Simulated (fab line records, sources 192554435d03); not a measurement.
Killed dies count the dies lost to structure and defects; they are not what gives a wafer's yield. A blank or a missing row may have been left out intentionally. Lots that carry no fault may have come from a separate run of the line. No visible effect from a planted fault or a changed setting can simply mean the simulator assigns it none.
What tool caused it? || flow n5 finfet || 11 lots, 31 wafers sampled, at 5 steps of a route of 1938

## WHAT THE GAUGES READ, wafer by wafer
N5_BEOL_M4_RC_MEAS_101. Usual: DIBL_N 36.5 mV/V, standard deviation 1.2; DIBL_P 36.5 mV/V, standard deviation 1.6; IOFF_N 0.162 nA/um, standard deviation 0.023; IOFF_P 0.221 nA/um, standard deviation 0.03; ION_N 678 uA/um, standard deviation 8; ION_P 466 uA/um, standard deviation 6.3; SS_N 71.6 mV/dec, standard deviation 0.46; SS_P 73.3 mV/dec, standard deviation 0.57; VT_N 249.2 mV, standard deviation 2.6; VT_P -249 mV, standard deviation 3.3.
{"lot": "L106", "measured": "day 8 15:49", "on": "prober-02", "DIBL_N (mV/V)": "38.6 36.6 37.1", "DIBL_P (mV/V)": "36.2 34.8 34.5", "IOFF_N (nA/um)": "0.178 0.144 0.149", "IOFF_P (nA/um)": "0.225 0.207 0.197", "ION_N (uA/um)": "683 665 679", "ION_P (uA/um)": "463 460 463", "SS_N (mV/dec)": "71.8 71.2 72.2", "SS_P (mV/dec)": "73.7 73.2 72.9", "VT_N (mV)": "247.0 249.8 249.5", "VT_P (mV)": "-252 -250 -252", "flag": ""}
{"lot": "L107", "measured": "day 10 11:47", "on": "prober-02", "DIBL_N (mV/V)": "36.0 37.7 38.3", "DIBL_P (mV/V)": "36.5 39.4 39.4", "IOFF_N (nA/um)": "0.144 0.172 0.186", "IOFF_P (nA/um)": "0.206 0.268 0.272", "ION_N (uA/um)": "675 675 688", "ION_P (uA/um)": "469 476 475", "SS_N (mV/dec)": "71.5 71.9 71.6", "SS_P (mV/dec)": "73.3 73.8 73.1", "VT_N (mV)": "252.9 246.7 248.1", "VT_P (mV)": "-250 -247 -244", "flag": ""}
{"lot": "L110", "measured": "day 11 01:40", "on": "prober-02", "DIBL_N (mV/V)": "36.6 37.0 36.9", "DIBL_P (mV/V)": "38.9 39.9 39.0", "IOFF_N (nA/um)": "0.186 0.209 0.191", "IOFF_P (nA/um)": "0.239 0.253 0.232", "ION_N (uA/um)": "683 693 682", "ION_P (uA/um)": "467 470 470", "SS_N (mV/dec)": "71.1 71.8 71.4", "SS_P (mV/dec)": "74.4 73.7 73.8", "VT_N (mV)": "248.0 244.0 246.5", "VT_P (mV)": "-248 -245 -248", "flag": ""}
{"lot": "L112", "measured": "day 11 17:19", "on": "prober-01", "DIBL_N (mV/V)": "35.5 35.6 34.5", "DIBL_P (mV/V)": "36.4 35.9 34.3", "IOFF_N (nA/um)": "0.156 0.150 0.128", "IOFF_P (nA/um)": "0.206 0.193 0.184", "ION_N (uA/um)": "684 678 677", "ION_P (uA/um)": "467 459 465", "SS_N (mV/dec)": "71.7 71.8 71.5", "SS_P (mV/dec)": "72.9 73.1 73.3", "VT_N (mV)": "251.6 252.3 252.6", "VT_P (mV)": "-251 -254 -252", "flag": ""}
{"lot": "L115", "measured": "day 12 01:18", "on": "prober-02", "DIBL_N (mV/V)": "37.9 38.1 38.1", "DIBL_P (mV/V)": "37.1 36.4 37.2", "IOFF_N (nA/um)": "0.180 0.169 0.179", "IOFF_P (nA/um)": "0.229 0.214 0.227", "ION_N (uA/um)": "680 674 678", "ION_P (uA/um)": "463 460 468", "SS_N (mV/dec)": "71.7 71.5 72.0", "SS_P (mV/dec)": "73.1 73.1 72.6", "VT_N (mV)": "246.5 248.7 247.2", "VT_P (mV)": "-248 -249 -252", "flag": ""}
{"lot": "L117", "measured": "day 12 23:46", "on": "prober-02", "DIBL_N (mV/V)": "35.7 36.8", "DIBL_P (mV/V)": "35.1 36.9", "IOFF_N (nA/um)": "0.158 0.188", "IOFF_P (nA/um)": "0.179 0.210", "ION_N (uA/um)": "681 689", "ION_P (uA/um)": "454 463", "SS_N (mV/dec)": "71.3 72.1", "SS_P (mV/dec)": "73.0 73.7", "VT_N (mV)": "252.5 249.9", "VT_P (mV)": "-254 -250", "flag": ""}
{"lot": "L120", "measured": "day 13 02:58", "on": "prober-02", "DIBL_N (mV/V)": "35.6 35.8", "DIBL_P (mV/V)": "35.1 35.7", "IOFF_N (nA/um)": "0.150 0.152", "IOFF_P (nA/um)": "0.209 0.210", "ION_N (uA/um)": "672 676", "ION_P (uA/um)": "462 464", "SS_N (mV/dec)": "72.1 71.9", "SS_P (mV/dec)": "73.4 73.0", "VT_N (mV)": "247.5 250.9", "VT_P (mV)": "-250 -250", "flag": ""}
{"lot": "L121", "measured": "day 14 00:28", "on": "prober-02", "DIBL_N (mV/V)": "36.4 35.2 35.3", "DIBL_P (mV/V)": "36.0 34.9 34.5", "IOFF_N (nA/um)": "0.158 0.139 0.131", "IOFF_P (nA/um)": "0.192 0.184 0.173", "ION_N (uA/um)": "674 671 667", "ION_P (uA/um)": "459 460 463", "SS_N (mV/dec)": "72.3 71.1 71.5", "SS_P (mV/dec)": "73.2 73.0 72.2", "VT_N (mV)": "247.5 249.5 254.4", "VT_P (mV)": "-252 -252 -253", "flag": ""}
{"lot": "L125", "measured": "day 14 12:09", "on": "prober-02", "DIBL_N (mV/V)": "38.8 36.4 38.4", "DIBL_P (mV/V)": "39.4 36.0 38.4", "IOFF_N (nA/um)": "0.225 0.173 0.204", "IOFF_P (nA/um)": "0.302 0.244 0.288", "ION_N (uA/um)": "700 682 687", "ION_P (uA/um)": "475 471 479", "SS_N (mV/dec)": "72.1 71.6 71.8", "SS_P (mV/dec)": "74.0 72.6 74.0", "VT_N (mV)": "243.9 246.0 246.0", "VT_P (mV)": "-244 -245 -244", "flag": ""}
{"lot": "L128", "measured": "day 15 21:52", "on": "prober-02", "DIBL_N (mV/V)": "36.5 34.9 34.3", "DIBL_P (mV/V)": "36.1 33.7 34.0", "IOFF_N (nA/um)": "0.189 0.157 0.154", "IOFF_P (nA/um)": "0.268 0.225 0.230", "ION_N (uA/um)": "692 680 686", "ION_P (uA/um)": "478 474 477", "SS_N (mV/dec)": "71.5 71.4 71.4", "SS_P (mV/dec)": "73.4 72.5 72.6", "VT_N (mV)": "246.6 248.0 248.0", "VT_P (mV)": "-241 -245 -246", "flag": ""}
{"lot": "L129", "measured": "day 16 07:52", "on": "prober-02", "DIBL_N (mV/V)": "38.1 37.7 39.2", "DIBL_P (mV/V)": "38.1 36.9 38.9", "IOFF_N (nA/um)": "0.181 0.170 0.206", "IOFF_P (nA/um)": "0.251 0.233 0.258", "ION_N (uA/um)": "678 691 690", "ION_P (uA/um)": "468 469 463", "SS_N (mV/dec)": "72.3 72.2 72.1", "SS_P (mV/dec)": "74.5 74.4 73.9", "VT_N (mV)": "248.3 249.1 245.9", "VT_P (mV)": "-249 -247 -249", "flag": ""}

## WHAT TOOL EACH LOT RAN ON (gives the tool, then ch and the chambers of the sampled wafers, and finally the start)
{"lot": "L106", "N5_BEOL_M1_SURFACE_TREAT_85": "pvd sputter-01, day 6 08:17", "N5_BEOL_M1_CVD_47": "cvd co-02 ch 0,1,2, day 6 08:35", "N5_BEOL_M1_ANNEAL_49": "pvd sputter-02, day 6 10:33", "N5_BEOL_M1_SPUTTER_88": "pvd sputter-02, day 6 11:21"}
{"lot": "L107", "N5_BEOL_M1_SURFACE_TREAT_85": "pvd sputter-02, day 6 20:20", "N5_BEOL_M1_CVD_47": "cvd co-01 ch 0,1, day 6 20:23", "N5_BEOL_M1_ANNEAL_49": "pvd sputter-02, day 6 20:45", "N5_BEOL_M1_SPUTTER_88": "pvd sputter-02, day 6 21:33"}
{"lot": "L110", "N5_BEOL_M1_SURFACE_TREAT_85": "pvd sputter-01, day 7 05:49", "N5_BEOL_M1_CVD_47": "cvd co-01 ch 1,2, day 7 05:57", "N5_BEOL_M1_ANNEAL_49": "pvd sputter-03, day 7 06:20", "N5_BEOL_M1_SPUTTER_88": "pvd sputter-03, day 7 07:08"}
{"lot": "L112", "N5_BEOL_M1_SURFACE_TREAT_85": "pvd sputter-02, day 8 15:18", "N5_BEOL_M1_CVD_47": "cvd co-02 ch 0,1,2, day 8 15:35", "N5_BEOL_M1_ANNEAL_49": "pvd sputter-03, day 8 17:24", "N5_BEOL_M1_SPUTTER_88": "pvd sputter-03, day 8 18:12"}
{"lot": "L115", "N5_BEOL_M1_SURFACE_TREAT_85": "pvd sputter-02, day 10 09:43", "N5_BEOL_M1_CVD_47": "cvd co-02 ch 0,1, day 10 10:05", "N5_BEOL_M1_ANNEAL_49": "pvd sputter-02, day 10 11:55", "N5_BEOL_M1_SPUTTER_88": "pvd sputter-02, day 10 12:43"}
{"lot": "L117", "N5_BEOL_M1_SURFACE_TREAT_85": "pvd sputter-03, day 10 23:39", "N5_BEOL_M1_CVD_47": "cvd co-01 ch 1,2, day 10 23:45", "N5_BEOL_M1_ANNEAL_49": "pvd sputter-03, day 11 00:05", "N5_BEOL_M1_SPUTTER_88": "pvd sputter-03, day 11 00:53"}
{"lot": "L120", "N5_BEOL_M1_SURFACE_TREAT_85": "pvd sputter-03, day 11 05:21", "N5_BEOL_M1_CVD_47": "cvd co-01 ch 0,1, day 11 05:25", "N5_BEOL_M1_ANNEAL_49": "pvd sputter-02, day 11 05:41", "N5_BEOL_M1_SPUTTER_88": "pvd sputter-02, day 11 06:29"}
{"lot": "L121", "N5_BEOL_M1_SURFACE_TREAT_85": "pvd sputter-02, day 12 12:34", "N5_BEOL_M1_CVD_47": "cvd co-02 ch 1,2, day 12 12:40", "N5_BEOL_M1_ANNEAL_49": "pvd sputter-03, day 12 12:55", "N5_BEOL_M1_SPUTTER_88": "pvd sputter-03, day 12 13:43"}
{"lot": "L125", "N5_BEOL_M1_SURFACE_TREAT_85": "pvd sputter-02, day 12 19:53", "N5_BEOL_M1_CVD_47": "cvd co-02 ch 1,2, day 12 20:01", "N5_BEOL_M1_ANNEAL_49": "pvd sputter-03, day 12 20:16", "N5_BEOL_M1_SPUTTER_88": "pvd sputter-03, day 12 21:04"}
{"lot": "L128", "N5_BEOL_M1_SURFACE_TREAT_85": "pvd sputter-01, day 13 23:27", "N5_BEOL_M1_CVD_47": "cvd co-02 ch 0,1,2, day 13 23:31", "N5_BEOL_M1_ANNEAL_49": "pvd sputter-01, day 13 23:45", "N5_BEOL_M1_SPUTTER_88": "pvd sputter-01, day 14 00:33"}
{"lot": "L129", "N5_BEOL_M1_SURFACE_TREAT_85": "pvd sputter-02, day 14 01:32", "N5_BEOL_M1_CVD_47": "cvd co-02 ch 0,1,2, day 14 01:40", "N5_BEOL_M1_ANNEAL_49": "pvd sputter-01, day 14 01:55", "N5_BEOL_M1_SPUTTER_88": "pvd sputter-01, day 14 02:43"}
- N5_BEOL_M1_SURFACE_TREAT_85
- N5_BEOL_M1_CVD_47: deposits Co from CCTBA/H2, target thk 3 nm, time 223.8 s.
- N5_BEOL_M1_ANNEAL_49: time 240 s.
- N5_BEOL_M1_SPUTTER_88: material Cu, target thk 4.5 nm, time 8.29 s.

## WHAT THE TOOLS THEMSELVES READ (means of the sampled wafers that have a number; where no wafer has one, the mark that the record gives instead)
N5_BEOL_M1_CVD_47. Usual: 246.6 s for run length s, sd 0.39.
{"lot": "L106", "tool": "cvd co-02", "run length s (s)": 246.4, "flag": ""}
{"lot": "L107", "tool": "cvd co-01", "run length s (s)": 246.1, "flag": ""}
{"lot": "L110", "tool": "cvd co-01", "run length s (s)": 246.4, "flag": ""}
{"lot": "L112", "tool": "cvd co-02", "run length s (s)": 246.6, "flag": ""}
{"lot": "L115", "tool": "cvd co-02", "run length s (s)": 246.5, "flag": ""}
{"lot": "L117", "tool": "cvd co-01", "run length s (s)": 343.8, "flag": "OFF"}
{"lot": "L120", "tool": "cvd co-01", "run length s (s)": 343.7, "flag": "OFF"}
{"lot": "L121", "tool": "cvd co-02", "run length s (s)": 247.0, "flag": ""}
{"lot": "L125", "tool": "cvd co-02", "run length s (s)": 247.2, "flag": ""}
{"lot": "L128", "tool": "cvd co-02", "run length s (s)": 246.6, "flag": ""}
{"lot": "L129", "tool": "cvd co-02", "run length s (s)": 246.7, "flag": ""}

N5_BEOL_M1_ANNEAL_49. Usual: 842 W for heater power w, sd 90.
{"lot": "L106", "tool": "pvd sputter-02", "heater power w (W)": 895, "flag": ""}
{"lot": "L107", "tool": "pvd sputter-02", "heater power w (W)": 876, "flag": ""}
{"lot": "L110", "tool": "pvd sputter-03", "heater power w (W)": 786, "flag": ""}
{"lot": "L112", "tool": "pvd sputter-03", "heater power w (W)": 777, "flag": ""}
{"lot": "L115", "tool": "pvd sputter-02", "heater power w (W)": 925, "flag": ""}
{"lot": "L117", "tool": "pvd sputter-03", "heater power w (W)": 712, "flag": ""}
{"lot": "L120", "tool": "pvd sputter-02", "heater power w (W)": 846, "flag": ""}
{"lot": "L121", "tool": "pvd sputter-03", "heater power w (W)": 742, "flag": ""}
{"lot": "L125", "tool": "pvd sputter-03", "heater power w (W)": 738, "flag": ""}
{"lot": "L128", "tool": "pvd sputter-01", "heater power w (W)": 916, "flag": ""}
{"lot": "L129", "tool": "pvd sputter-01", "heater power w (W)": 931, "flag": ""}

N5_BEOL_M1_SPUTTER_88. Usual: 29.5 % for throttle valve pct, sd 1.1.
{"lot": "L106", "tool": "pvd sputter-02", "throttle valve pct (%)": 28.9, "flag": ""}
{"lot": "L107", "tool": "pvd sputter-02", "throttle valve pct (%)": 30.1, "flag": ""}
{"lot": "L110", "tool": "pvd sputter-03", "throttle valve pct (%)": 28.3, "flag": ""}
{"lot": "L112", "tool": "pvd sputter-03", "throttle valve pct (%)": 29.3, "flag": ""}
{"lot": "L115", "tool": "pvd sputter-02", "throttle valve pct (%)": 29.6, "flag": ""}
{"lot": "L117", "tool": "pvd sputter-03", "throttle valve pct (%)": 29.9, "flag": ""}
{"lot": "L120", "tool": "pvd sputter-02", "throttle valve pct (%)": 29.9, "flag": ""}
{"lot": "L121", "tool": "pvd sputter-03", "throttle valve pct (%)": 28.3, "flag": ""}
{"lot": "L125", "tool": "pvd sputter-03", "throttle valve pct (%)": 29.7, "flag": ""}
{"lot": "L128", "tool": "pvd sputter-01", "throttle valve pct (%)": 30.0, "flag": ""}
{"lot": "L129", "tool": "pvd sputter-01", "throttle valve pct (%)": 30.4, "flag": ""}

## THE ANSWER, worked out from the rows above alone
Rule: lot off if the mean of its wafers having a number is beyond 3 standard deviations from the usual mean. A lot without any number at a reading at which 4 lots or more have one is off too. Where the step has rows for the other lots, those lots are counted as sound. The gauges are gone through in route order, then the tools' own readings, and for those a lot's mean is taken as printed above. At the first step where some lot is off, the reading lying furthest off is the one used; lots without a number count as furthest.
Off: L117, L120 (N5_BEOL_M1_CVD_47, run length s).
If a tool, at that step or one of the process steps before it, ran each lot that is off and ran no sound lot following the first of them, it fits. Undecided on this evidence; 2 tools fit (pvd sputter-03 at N5_BEOL_M1_SURFACE_TREAT_85, cvd co-01 at N5_BEOL_M1_CVD_47).

## WHAT THE SIMULATOR HAD PUT IN
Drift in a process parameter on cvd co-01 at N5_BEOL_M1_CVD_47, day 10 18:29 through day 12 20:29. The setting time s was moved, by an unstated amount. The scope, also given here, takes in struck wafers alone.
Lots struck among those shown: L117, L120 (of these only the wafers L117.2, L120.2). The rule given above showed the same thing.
